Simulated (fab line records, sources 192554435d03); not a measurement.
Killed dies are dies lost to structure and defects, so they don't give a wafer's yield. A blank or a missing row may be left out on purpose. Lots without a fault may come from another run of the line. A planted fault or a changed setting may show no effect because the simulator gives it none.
fab line records | flow n5_finfet
record lots=7 wafers=39
route steps=1938 shown ZERO_LAYER@11 FIN_SAQP@125 SDB@373 HKMG_FIN@438 BEOL_M0_SAQP@640 BEOL_M0@721 BEOL_M2@841 BEOL_M3@1000 BEOL_M5@1174 BEOL_M7@1329 BEOL_M11@1539 BEOL_M12@1648 BEOL_M14@1751 TV_OPEN@1890 PASSIVATION@1936
start_h: hours from the record's first day to the start of the lot's first wafer shown | wait_h: hours since the lot's step before | " the same as in the row above | L1.1+2: a row that stands for several wafers | - no value, or no start given | * or withheld: withheld | < > ~ a bound
route shown NAME@n: a module of which the file shows steps, and the number in the route of the first | usual: mean/standard deviation of fault-free wafers | same: alike in all rows | chamber/n: place in a boat | sites: the reading at each site | _std_site: their standard deviation | _edge_site: outer sites' mean less inner sites' | radius_mm: how far each site lies from the wafer's centre | mask NAME#n: copy n | behind: the tool/chamber that last shaped the wafer | hold: why the lot was held/for how many hours/how that ended | device: the transistor (n, p or np) that didn't switch | end of line: the same wafers' tests at the end of the route | a step without rows: its recipe alone | killed: dies lost to structure and defects at the first sort, not the wafer's yield | map: a wafer's dies, x killed, . not, _ none there
set.NAME: the setting as run; set.NAME@STEP: as run at that earlier step | model.NAME: the simulator's own value behind a step, which no gauge read
lots whose settings were changed on purpose; a table a step, a row a wafer
## steps
# step N5_ZERO_LAYER_DEVELOP_10
# recipe develop_time_s=60 rinse_liquid=diw dry=air_spin dev_temp_c=21
# step N5_FIN_SAQP_SPACER1_ALD_24
# recipe material=SiO2 target_thk_a=203 temp_c=300 ald_precursor_family=BDEAS ald_co_reactant=O2-plasma pulse_time_s=1 purge_time_s=2 co_reactant_purge_time_s=2 ald_cycles=218 pressure_torr=2
# step N5_SDB_ALD_29
# recipe material=SiNx target_thk_a=300 temp_c=400 ald_precursor_family=SiH2I2 ald_co_reactant=N2/H2-plasma pulse_time_s=1 ald_cycles=600 purge_time_s=2 co_reactant_purge_time_s=2 pressure_torr=2
# step N5_HKMG_FIN_ETCH_35
# recipe chemistry=N2/H2 target=SOC target_depth_a=2158 ion_energy_ev=65 bias_w=5 source_w=3000 time_s=243.4 pressure_mtorr=30 n2_flow_sccm=200 h2_flow_sccm=200
# step N5_BEOL_M0_SAQP_HM_DEP_111
# recipe material=SiO2 target_thk_a=120 temp_c=400 precursor=SiH4/N2O pressure_torr=0.75 rf_w=275 time_s=7.2
# step N5_BEOL_M0_TRENCH_ETCH_107
# recipe chemistry=C4F6/O2 target_depth_a=328 target=SiOC time_s=16.4 ion_energy_ev=250 pressure_mtorr=30 source_w=355 bias_w=185 Ar_flow_sccm=300 C4F6_flow_sccm=10 O2_flow_sccm=10
# step N5_BEOL_M2_ILD_DEP_00
# recipe material=SiOC target_thk_a=790 temp_c=350 precursor=DEMS/O2 pressure_torr=5 rf_w=500 time_s=15.3
# step N5_BEOL_M3_SPUTTER_86
# recipe material=Cu target_thk_a=45 temp_c=-20 chamber_pressure_pa=0.07 power_w=withheld time_s=8.29
# step N5_BEOL_M5_CVD_47
# recipe material=Co target_thk_a=30 temp_c=withheld precursor=CCTBA/H2 pressure_torr=30 time_s=216
# step N5_BEOL_M7_DEP_56
# recipe material=SiCN target_thk_a=100 temp_c=withheld precursor=3MS/NH3 pressure_torr=3 rf_w=202 time_s=17.5
# step N5_BEOL_M11_PECVD_70
# recipe material=SiO2 target_thk_a=200 temp_c=400 precursor=TEOS/O2 pressure_torr=5.5 rf_w=450 teos_flow_sccm=53.8 gas=O2 flow_sccm=3000 time_s=22.7
# step N5_BEOL_M12_SPUTTER_43
# recipe material=TaN target_thk_a=150 temp_c=50 bias_v=168.6 power_w=15000 chamber_pressure_pa=0.12 time_s=24.19
# step N5_BEOL_M14_ETCH_68
# recipe chemistry=N2/H2 target=SOC mask_material=SiARC source_w=3000 bias_w=350 temp_c=40 time_s=450 ion_energy_ev=200 pressure_mtorr=30 n2_flow_sccm=200 h2_flow_sccm=200
# step N5_PASSIVATION_ETCH_15
# recipe chemistry=CF4/N2 target=SiCN target_depth_a=750 taper_deg=2 time_s=81.2 ion_energy_ev=150 mask_material=SiNx pressure_mtorr=40 source_w=430 bias_w=70 Ar_flow_sccm=100 cf4_flow_sccm=60 n2_flow_sccm=60
# step N5_PASSIVATION_PROBE_49
# usual killed_at_M0_to_M3=35/8.7 killed_at_front_end=41/12 sort_bin_5_function=5.2/0.96
# columns lot.wafer tool chamber start_h wait_h set.develop_time_s@ZERO_LAYER_DEVELOP_10 set.ald_cycles@FIN_SAQP_SPACER1_ALD_24 set.ald_cycles@SDB_ALD_29 set.target_depth_a@HKMG_FIN_ETCH_35 set.time_s@BEOL_M0_SAQP_HM_DEP_111 set.target_depth_a@BEOL_M0_TRENCH_ETCH_107 set.time_s@BEOL_M2_ILD_DEP_00 set.time_s@BEOL_M3_SPUTTER_86 set.target_thk_a@BEOL_M5_CVD_47 set.target_thk_a@BEOL_M7_DEP_56 set.time_s@BEOL_M11_PECVD_70 set.time_s@BEOL_M12_SPUTTER_43 set.time_s@BEOL_M14_ETCH_68 set.target_depth_a@PASSIVATION_ETCH_15 killed_at_M0_to_M3 killed_at_front_end sort_bin_5_function[%]
L080.1 prober-01 - 305.14 0.0 60 218 600 2158 7.2 328 15.3 8.29 30 100 22.7 24.19 450 750 46 69 7.5
L080.2 prober-01 - 305.19 0.1 60 218 600 2158 7.2 328 15.3 8.29 30 100 22.7 24.19 450 750 29 57 5.9
L080.3 prober-01 - 305.24 0.1 60 218 600 2158 7.2 328 15.3 8.29 30 100 22.7 24.19 450 750 42 47 5.6
L081.1 prober-01 - 315.18 0.0 60 218 798 2158 10.12 499.1 15.3 8.29 42.78 62.71 22.7 24.19 450 582.7 34 48 35.7
L081.2 prober-01 - 315.23 0.1 60 218 600 2158 10.12 499.1 21.45 6.766 42.78 62.71 22.7 24.19 358.7 582.7 1097 57 94.9
L081.3 prober-01 - 315.28 0.1 60 218 798 2158 7.2 499.1 15.3 6.766 30 100 22.7 24.19 358.7 750 46 37 5.5
L081.4 prober-01 - 315.33 0.2 60 218 600 2158 10.12 328 15.3 6.766 30 62.71 22.7 24.19 450 750 46 51 6.2
L081.5 prober-01 - 315.38 0.2 60 218 798 2158 7.2 328 21.45 8.29 42.78 100 22.7 24.19 450 750 1092 62 96.2
L081.6 prober-01 - 315.43 0.3 60 218 600 2158 7.2 328 21.45 8.29 30 100 22.7 24.19 358.7 582.7 1092 54 96.5
L083.1 prober-02 - 317.92 0.0 80.46 218 600 3446 7.2 328 7.912 8.29 46.95 100 22.7 24.19 450 750 1087 46 7.2
L083.2 prober-02 - 317.97 0.1 80.46 104 747 3446 10.91 328 15.3 8.29 46.95 100 22.7 19.45 693.8 913.9 36 1103 96.5
L083.3 prober-02 - 318.02 0.1 80.46 218 600 2158 10.91 433.4 7.912 8.29 30 100 22.7 19.45 693.8 913.9 1098 41 6.2
L083.4 prober-02 - 318.07 0.2 60 104 747 3446 7.2 433.4 15.3 8.29 30 100 22.7 24.19 450 913.9 43 1118 96.5
L083.5 prober-02 - 318.12 0.2 60 218 747 2158 7.2 433.4 7.912 8.29 46.95 100 22.7 19.45 450 750 1108 41 4.7
L083.6 prober-02 - 318.17 0.3 60 104 600 2158 10.91 328 15.3 8.29 30 100 22.7 24.19 693.8 750 51 1102 95.5
L087.1 prober-02 - 345.30 0.0 88.95 218 600 1633 11.48 328 9.597 5.113 30 156.2 12.12 24.19 450 436.8 1102 48 5.8
L087.2 prober-02 - 345.35 0.1 88.95 218 724 2158 7.2 521 9.597 8.29 30 156.2 12.12 24.19 706.3 436.8 1116 26 5.2
L087.3 prober-02 - 345.40 0.1 60 147 724 2158 11.48 521 15.3 5.113 30 100 12.12 24.19 706.3 750 41 1096 95.3
L087.4 prober-02 - 345.45 0.2 60 147 600 2158 7.2 328 9.597 8.29 30 100 22.7 24.19 450 750 40 1103 96.7
L087.5 prober-02 - 345.50 0.2 60 218 724 1633 11.48 328 15.3 8.29 30 100 22.7 24.19 450 436.8 19 26 97.8
L087.6 prober-02 - 345.55 0.3 88.95 147 600 1633 7.2 521 15.3 5.113 30 156.2 22.7 24.19 706.3 750 18 1134 96.6
L086.1 prober-02 - 347.91 0.2 60 218 600 2158 7.2 328 15.3 5.683 16.05 100 22.7 24.19 659.5 938.3 39 64 6.6
L086.2 prober-02 - 347.96 0.2 40.21 218 600 2158 7.2 328 15.3 5.683 30 54.38 22.7 24.19 659.5 750 44 64 6.9
L086.3 prober-02 - 348.01 0.3 40.21 218 600 2158 7.2 328 15.3 8.29 30 100 22.7 12.13 659.5 750 29 43 5.3
L086.4 prober-02 - 348.06 0.3 60 218 600 2158 7.2 410.7 15.3 8.29 30 54.38 22.7 12.13 450 938.3 36 50 5.0
L086.5 prober-02 - 348.11 0.4 60 218 600 2158 7.2 410.7 15.3 8.29 16.05 54.38 22.7 24.19 450 750 25 38 3.6
L086.6 prober-02 - 348.16 0.4 40.21 218 600 2158 7.2 410.7 15.3 5.683 16.05 100 22.7 12.13 450 938.3 43 24 4.0
L090.1 prober-02 - 364.91 0.0 37.14 218 600 2713 4.423 400.7 15.3 8.29 19.09 62.97 22.7 13.6 450 349.2 33 70 94.6
L090.2 prober-02 - 364.96 0.1 60 218 265 2713 7.2 400.7 15.3 10.95 19.09 100 17.06 13.6 450 349.2 46 45 94.7
L090.3 prober-02 - 365.01 0.1 60 218 600 2158 7.2 328 24.47 8.29 19.09 100 17.06 24.19 450 750 1115 39 96.5
L090.4 prober-02 - 365.06 0.2 37.14 218 265 2713 4.423 328 24.47 10.95 30 100 22.7 13.6 450 750 1082 55 95.6
L090.5 prober-02 - 365.11 0.2 60 218 265 2158 4.423 400.7 24.47 10.95 30 62.97 22.7 24.19 450 750 1110 26 96.3
L090.6 prober-02 - 365.16 0.3 37.14 218 600 2158 7.2 328 15.3 8.29 30 62.97 17.06 24.19 450 349.2 39 22 96.7
L089.1 prober-02 - 368.30 0.0 69.76 218 708 2158 7.2 521.1 22.96 8.29 30 100 15.24 24.19 181.1 750 1103 44 96.4
L089.2 prober-02 - 368.35 0.1 69.76 218 600 2158 7.2 328 15.3 4.049 30 100 22.7 24.19 450 750 36 32 4.9
L089.3 prober-02 - 368.40 0.1 60 218 708 2158 7.2 328 15.3 8.29 41.7 100 15.24 17.36 450 583.4 40 28 73.9
L089.4 prober-02 - 368.45 0.2 60 218 708 2158 7.2 521.1 22.96 4.049 30 100 15.24 17.36 450 583.4 1119 39 97.0
L089.5 prober-02 - 368.50 0.2 69.76 218 600 2158 7.2 328 22.96 4.049 41.7 100 22.7 24.19 181.1 583.4 1112 42 97.6
L089.6 prober-02 - 368.55 0.3 60 218 600 2158 7.2 521.1 15.3 8.29 41.7 100 22.7 17.36 181.1 750 24 37 5.0
# killed by level:class
L080.1 FIN_SAQP:geometric_particle:open=20 FIN_SAQP:geometric_particle:short=15 BEOL_M1:geometric_particle:open=12 BEOL_M0_SAQP:geometric_particle:short=11 BEOL_M0_SAQP:geometric_particle:open=8 STI_FIN_REVEAL:geometric_particle:open=6 DUMMY_GATE:geometric_particle:open=6 BEOL_M1:geometric_particle:short=5
L080.2 FIN_SAQP:geometric_particle:open=29 MOL_CONTACT_COAG:geometric_particle:open=17 BEOL_M0_SAQP:geometric_particle:open=11 BEOL_M0_SAQP:geometric_particle:short=7 FIN_SAQP:geometric_particle:short=6 GATE_CUT:geometric_particle:short=6 STI_FIN_REVEAL:geometric_particle:open=5 PASS1_CAP:geometric_particle:short=3
L080.3 FIN_SAQP:geometric_particle:open=14 BEOL_M0_SAQP:geometric_particle:open=10 STI_FIN_REVEAL:geometric_particle:open=9 BEOL_M0_SAQP:geometric_particle:short=9 BEOL_M1:geometric_particle:open=8 BEOL_M1:geometric_particle:short=6 FIN_SAQP:geometric_particle:short=5 BEOL_M2:geometric_particle:open=5
L081.1 TV_OPEN:area_etch=362 BEOL_M0_SAQP:geometric_particle:short=12 FIN_SAQP:geometric_particle:open=11 BEOL_M0_SAQP:geometric_particle:open=7 DUMMY_GATE:geometric_particle:open=5 ILD0:geometric_particle:short=5 GATE_CUT:geometric_particle:short=5 STI_FIN_REVEAL:geometric_particle:open=4
L081.2 BEOL_M2:area_dep=1048 BEOL_M1:geometric_particle:open=14 STI_FIN_REVEAL:geometric_particle:open=14 MOL_CONTACT_COAG:geometric_particle:open=11 BEOL_M0_SAQP:geometric_particle:short=10 FIN_SAQP:geometric_particle:short=7 FIN_SAQP:geometric_particle:open=7 BEOL_M3:geometric_particle:open=6
L081.3 BEOL_M0_SAQP:geometric_particle:open=15 BEOL_M0_SAQP:geometric_particle:short=12 BEOL_M2:geometric_particle:open=11 STI_FIN_REVEAL:geometric_particle:open=10 MOL_CONTACT_COAG:geometric_particle:open=5 MOL_CONTACT_COAG:geometric_particle:short=5 STARTING-WAFER:geometric_particle:short=5 BEOL_M5:geometric_particle:open=4
L081.4 STI_FIN_REVEAL:geometric_particle:open=24 BEOL_M0_SAQP:geometric_particle:open=17 FIN_SAQP:geometric_particle:open=9 BEOL_M2:geometric_particle:open=7 MOL_CONTACT_COAG:geometric_particle:open=6 BEOL_M0_SAQP:geometric_particle:short=6 FIN_SAQP:geometric_particle:short=5 MOL_CONTACT_COAG:geometric_particle:short=4
L081.5 BEOL_M2:area_dep=1060 STI_FIN_REVEAL:geometric_particle:open=19 BEOL_M0_SAQP:geometric_particle:short=11 BEOL_M0_SAQP:geometric_particle:open=11 FIN_SAQP:geometric_particle:open=10 MOL_CONTACT_COAG:geometric_particle:open=10 STI_FIN_REVEAL:geometric_particle:short=8 FIN_SAQP:geometric_particle:short=6
L081.6 BEOL_M2:area_dep=1062 MOL_CONTACT_COAG:geometric_particle:open=14 STI_FIN_REVEAL:geometric_particle:open=12 BEOL_M0_SAQP:geometric_particle:open=10 FIN_SAQP:geometric_particle:open=8 ILD0:geometric_particle:open=7 BEOL_M3:geometric_particle:open=6 FIN_SAQP:geometric_particle:short=5
L083.1 BEOL_M2:area_dep=1046 MOL_CONTACT_COAG:geometric_particle:open=15 FIN_SAQP:geometric_particle:short=13 BEOL_M4:geometric_particle:open=12 BEOL_M0_SAQP:geometric_particle:open=9 BEOL_M3:geometric_particle:open=9 FIN_SAQP:geometric_particle:open=7 GATE_CUT:geometric_particle:short=7
L083.2 FIN_SAQP:area_ald=1074 BEOL_M4:geometric_particle:open=12 FIN_SAQP:geometric_particle:open=12 MOL_CONTACT_COAG:geometric_particle:open=12 BEOL_M0_SAQP:geometric_particle:open=9 BEOL_M1:geometric_particle:open=7 BEOL_M3:geometric_particle:open=7 MOL_CONTACT_COAG:geometric_particle:short=6
L083.3 BEOL_M2:area_dep=1058 BEOL_M4:geometric_particle:open=11 BEOL_M3:geometric_particle:open=11 MOL_CONTACT_COAG:geometric_particle:open=10 FIN_SAQP:geometric_particle:open=8 BEOL_M2:geometric_particle:open=7 GATE_CUT:geometric_particle:short=6 GATE_CUT:geometric_particle:open=6
L083.4 FIN_SAQP:area_ald=1080 BEOL_M0_SAQP:geometric_particle:short=13 BEOL_M0_SAQP:geometric_particle:open=10 BEOL_M3:geometric_particle:open=9 MOL_CONTACT_COAG:geometric_particle:open=8 FIN_SAQP:geometric_particle:open=6 GATE_CUT:geometric_particle:short=6 GATE_CUT:geometric_particle:open=6
L083.5 BEOL_M2:area_dep=1080 FIN_SAQP:geometric_particle:open=10 STI_FIN_REVEAL:geometric_particle:open=10 FIN_SAQP:geometric_particle:short=8 BEOL_M2:geometric_particle:open=8 MOL_CONTACT_COAG:geometric_particle:open=7 BEOL_M4:geometric_particle:open=7 BEOL_M5:geometric_particle:open=5
L083.6 FIN_SAQP:area_ald=1065 BEOL_M0_SAQP:geometric_particle:short=18 MOL_CONTACT_COAG:geometric_particle:open=11 FIN_SAQP:geometric_particle:open=10 BEOL_M0_SAQP:geometric_particle:open=10 MOL_CONTACT_COAG:geometric_particle:short=7 BEOL_M4:geometric_particle:open=7 DUMMY_GATE:geometric_particle:open=5
L087.1 BEOL_M2:area_dep=1071 BEOL_M3:geometric_particle:open=11 BEOL_M4:geometric_particle:open=11 FIN_SAQP:geometric_particle:open=8 DUMMY_GATE:geometric_particle:open=8 STI_FIN_REVEAL:geometric_particle:open=6 MOL_CONTACT_COAG:geometric_particle:open=5 BEOL_M0_SAQP:geometric_particle:short=5
L087.2 BEOL_M2:area_dep=1081 MOL_CONTACT_COAG:geometric_particle:open=12 BEOL_M4:geometric_particle:open=12 BEOL_M0_SAQP:geometric_particle:short=9 BEOL_M0_SAQP:geometric_particle:open=7 FIN_SAQP:geometric_particle:open=6 BEOL_M2:geometric_particle:open=6 BEOL_M3:geometric_particle:open=6
L087.3 FIN_SAQP:area_ald=1051 MOL_CONTACT_COAG:geometric_particle:open=13 BEOL_M4:geometric_particle:open=12 FIN_SAQP:geometric_particle:open=10 BEOL_M1:geometric_particle:open=8 BEOL_M2:geometric_particle:open=8 FIN_SAQP:geometric_particle:short=7 BEOL_M3:geometric_particle:open=7
L087.4 FIN_SAQP:area_ald=1087 BEOL_M0_SAQP:geometric_particle:open=10 BEOL_M0_SAQP:geometric_particle:short=9 BEOL_M4:geometric_particle:open=9 BEOL_M1:geometric_particle:open=6 BEOL_M1:geometric_particle:short=6 BEOL_M2:geometric_particle:open=5 BEOL_M7:geometric_particle:open=5
L087.5 TV_OPEN:area_etch=1109 BEOL_M4:geometric_particle:open=9 STI_FIN_REVEAL:geometric_particle:open=5 GATE_CUT:geometric_particle:short=5 MOL_CONTACT_COAG:geometric_particle:open=5 BEOL_M2:geometric_particle:open=5 BEOL_M3:geometric_particle:open=5 BEOL_M6:geometric_particle:open=4
L087.6 FIN_SAQP:area_ald=1091 MOL_CONTACT_COAG:geometric_particle:open=11 STI_FIN_REVEAL:geometric_particle:open=7 GATE_CUT:geometric_particle:short=6 STARTING-WAFER:geometric_particle:open=6 DUMMY_GATE:geometric_particle:open=5 BEOL_M0_SAQP:geometric_particle:open=5 PAD_METAL:geometric_particle:short=4
L086.1 FIN_SAQP:geometric_particle:open=27 FIN_SAQP:geometric_particle:short=11 BEOL_M0_SAQP:geometric_particle:open=10 BEOL_M2:geometric_particle:open=8 BEOL_M3:geometric_particle:open=8 MOL_CONTACT_COAG:geometric_particle:open=7 STI_FIN_REVEAL:geometric_particle:open=6 BEOL_M0_SAQP:geometric_particle:short=6
L086.2 FIN_SAQP:geometric_particle:open=29 BEOL_M0_SAQP:geometric_particle:short=15 FIN_SAQP:geometric_particle:short=13 MOL_CONTACT_COAG:geometric_particle:open=8 BEOL_M3:geometric_particle:open=8 BEOL_M0_SAQP:geometric_particle:open=7 BEOL_M2:geometric_particle:open=6 BEOL_M4:geometric_particle:open=6
L086.3 FIN_SAQP:geometric_particle:open=18 FIN_SAQP:geometric_particle:short=9 BEOL_M3:geometric_particle:open=9 BEOL_M4:geometric_particle:open=7 BEOL_M0_SAQP:geometric_particle:short=6 BEOL_M0_SAQP:geometric_particle:open=5 MOL_CONTACT_COAG:geometric_particle:open=4 STI_FIN_REVEAL:geometric_particle:open=3
L086.4 BEOL_M3:geometric_particle:open=12 FIN_SAQP:geometric_particle:short=9 GATE_CUT:geometric_particle:short=8 BEOL_M0_SAQP:geometric_particle:open=8 FIN_SAQP:geometric_particle:open=7 GATE_CUT:geometric_particle:open=6 STI_FIN_REVEAL:geometric_particle:open=4 BEOL_M0_SAQP:geometric_particle:short=4
L086.5 FIN_SAQP:geometric_particle:open=8 BEOL_M0_SAQP:geometric_particle:open=7 BEOL_M0_SAQP:geometric_particle:short=7 FIN_SAQP:geometric_particle:short=6 GATE_CUT:geometric_particle:short=6 BEOL_M5:geometric_particle:open=5 GATE_CUT:geometric_particle:open=5 BEOL_M3:geometric_particle:open=5
L086.6 BEOL_M3:geometric_particle:open=8 GATE_CUT:geometric_particle:short=7 GATE_CUT:geometric_particle:open=7 MOL_CONTACT_COAG:geometric_particle:open=7 BEOL_M0_SAQP:geometric_particle:short=7 BEOL_M2:geometric_particle:open=7 BEOL_M0_SAQP:geometric_particle:open=5 FIN_SAQP:geometric_particle:short=4
L090.1 TV_OPEN:area_etch=1042 FIN_SAQP:geometric_particle:open=33 MOL_CONTACT_COAG:geometric_particle:open=19 FIN_SAQP:geometric_particle:short=18 BEOL_M1:geometric_particle:open=12 BEOL_M0_SAQP:geometric_particle:short=5 GATE_CUT:geometric_particle:short=5 BEOL_M0_SAQP:geometric_particle:open=5
L090.2 TV_OPEN:area_etch=1037 MOL_CONTACT_COAG:geometric_particle:open=28 FIN_SAQP:geometric_particle:open=22 FIN_SAQP:geometric_particle:short=13 BEOL_M1:geometric_particle:open=12 BEOL_M0_SAQP:geometric_particle:short=9 BEOL_M2:geometric_particle:open=8 MOL_CONTACT_COAG:geometric_particle:short=8
L090.3 BEOL_M2:area_dep=1082 FIN_SAQP:geometric_particle:open=13 MOL_CONTACT_COAG:geometric_particle:open=12 FIN_SAQP:geometric_particle:short=9 BEOL_M1:geometric_particle:open=9 BEOL_M0_SAQP:geometric_particle:open=7 BEOL_M3:geometric_particle:open=7 STI_FIN_REVEAL:geometric_particle:open=6
L090.4 BEOL_M2:area_dep=1051 FIN_SAQP:geometric_particle:open=28 MOL_CONTACT_COAG:geometric_particle:open=20 FIN_SAQP:geometric_particle:short=15 BEOL_M2:geometric_particle:open=12 BEOL_M2:geometric_particle:short=6 BEOL_M4:geometric_particle:open=6 PASS1_CAP:geometric_particle:short=4
L090.5 BEOL_M2:area_dep=1078 MOL_CONTACT_COAG:geometric_particle:open=17 FIN_SAQP:geometric_particle:short=11 BEOL_M0_SAQP:geometric_particle:open=8 BEOL_M1:geometric_particle:open=8 BEOL_M4:geometric_particle:open=7 FIN_SAQP:geometric_particle:open=5 BEOL_M0_SAQP:geometric_particle:short=5
L090.6 TV_OPEN:area_etch=1082 MOL_CONTACT_COAG:geometric_particle:open=21 FIN_SAQP:geometric_particle:open=9 BEOL_M1:geometric_particle:open=8 FIN_SAQP:geometric_particle:short=7 BEOL_M3:geometric_particle:open=7 BEOL_M0_SAQP:geometric_particle:short=6 BEOL_M2:geometric_particle:open=6
L089.1 BEOL_M2:area_dep=1070 MOL_CONTACT_COAG:geometric_particle:open=16 STI_FIN_REVEAL:geometric_particle:open=12 BEOL_M3:geometric_particle:open=11 FIN_SAQP:geometric_particle:short=6 BEOL_M0_SAQP:geometric_particle:short=6 FIN_SAQP:geometric_particle:open=5 BEOL_M4:geometric_particle:open=5
L089.2 MOL_CONTACT_COAG:geometric_particle:open=15 BEOL_M3:geometric_particle:open=9 FIN_SAQP:geometric_particle:open=7 BEOL_M0:geometric_particle:open=7 DUMMY_GATE:geometric_particle:open=6 BEOL_M4:geometric_particle:open=6 STI_FIN_REVEAL:geometric_particle:open=5 BEOL_M0_SAQP:geometric_particle:short=4
L089.3 TV_OPEN:area_etch=811 BEOL_M4:geometric_particle:open=15 MOL_CONTACT_COAG:geometric_particle:open=8 BEOL_M3:geometric_particle:open=7 BEOL_M0_SAQP:geometric_particle:short=7 DUMMY_GATE:geometric_particle:open=6 BEOL_M2:geometric_particle:open=6 BEOL_M4:geometric_particle:short=6
L089.4 BEOL_M2:area_dep=1083 BEOL_M0_SAQP:geometric_particle:short=10 BEOL_M4:geometric_particle:open=10 BEOL_M3:geometric_particle:short=9 BEOL_M0_SAQP:geometric_particle:open=8 STI_FIN_REVEAL:geometric_particle:open=7 MOL_CONTACT_COAG:geometric_particle:open=5 FIN_SAQP:geometric_particle:short=4
L089.5 BEOL_M2:area_dep=1092 FIN_SAQP:geometric_particle:open=15 FIN_SAQP:geometric_particle:short=7 MOL_CONTACT_COAG:geometric_particle:open=7 BEOL_M3:geometric_particle:open=6 STARTING-WAFER:geometric_particle:open=6 STI_FIN_REVEAL:geometric_particle:open=5 BEOL_M1:geometric_particle:short=5
L089.6 BEOL_M4:geometric_particle:open=14 STI_FIN_REVEAL:geometric_particle:open=8 MOL_CONTACT_COAG:geometric_particle:open=7 BEOL_M3:geometric_particle:open=6 BEOL_M0:geometric_particle:open=6 DUMMY_GATE:geometric_particle:open=5 FIN_SAQP:geometric_particle:short=4 GATE_CUT:geometric_particle:short=4
## key
split step=N5_ZERO_LAYER_DEVELOP_10 setting=develop_time_s stated_as=60
response none clear
split step=N5_FIN_SAQP_SPACER1_ALD_24 setting=ald_cycles stated_as=218
response step=N5_PASSIVATION_PROBE_49 reading=killed_at_front_end slope=-23.8 per=1% together_with=all explained=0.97
response step=N5_PASSIVATION_PROBE_49 reading=killed_at_M0_to_M3 slope=+25.5 per=1% together_with=all explained=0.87
split step=N5_SDB_ALD_29 setting=ald_cycles stated_as=600
response none clear
split step=N5_HKMG_FIN_ETCH_35 setting=target_depth_a stated_as=2158
response none clear
split step=N5_BEOL_M0_SAQP_HM_DEP_111 setting=time_s stated_as=7.2
response none clear
split step=N5_BEOL_M0_TRENCH_ETCH_107 setting=target_depth_a stated_as=328
response none clear
split step=N5_BEOL_M2_ILD_DEP_00 setting=time_s stated_as=15.3
response step=N5_PASSIVATION_PROBE_49 reading=killed_at_M0_to_M3 slope=+14.4 per=1% together_with=all explained=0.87
response step=N5_PASSIVATION_PROBE_49 reading=sort_bin_5_function slope=+1.16 per=1% together_with=all explained=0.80
split step=N5_BEOL_M3_SPUTTER_86 setting=time_s stated_as=8.29
response none clear
split step=N5_BEOL_M5_CVD_47 setting=target_thk_a stated_as=30
response none clear
split step=N5_BEOL_M7_DEP_56 setting=target_thk_a stated_as=100
response none clear
split step=N5_BEOL_M11_PECVD_70 setting=time_s stated_as=22.7
response none clear
split step=N5_BEOL_M12_SPUTTER_43 setting=time_s stated_as=24.19
response none clear
split step=N5_BEOL_M14_ETCH_68 setting=time_s stated_as=450
response none clear
split step=N5_PASSIVATION_ETCH_15 setting=target_depth_a stated_as=750
response none clear
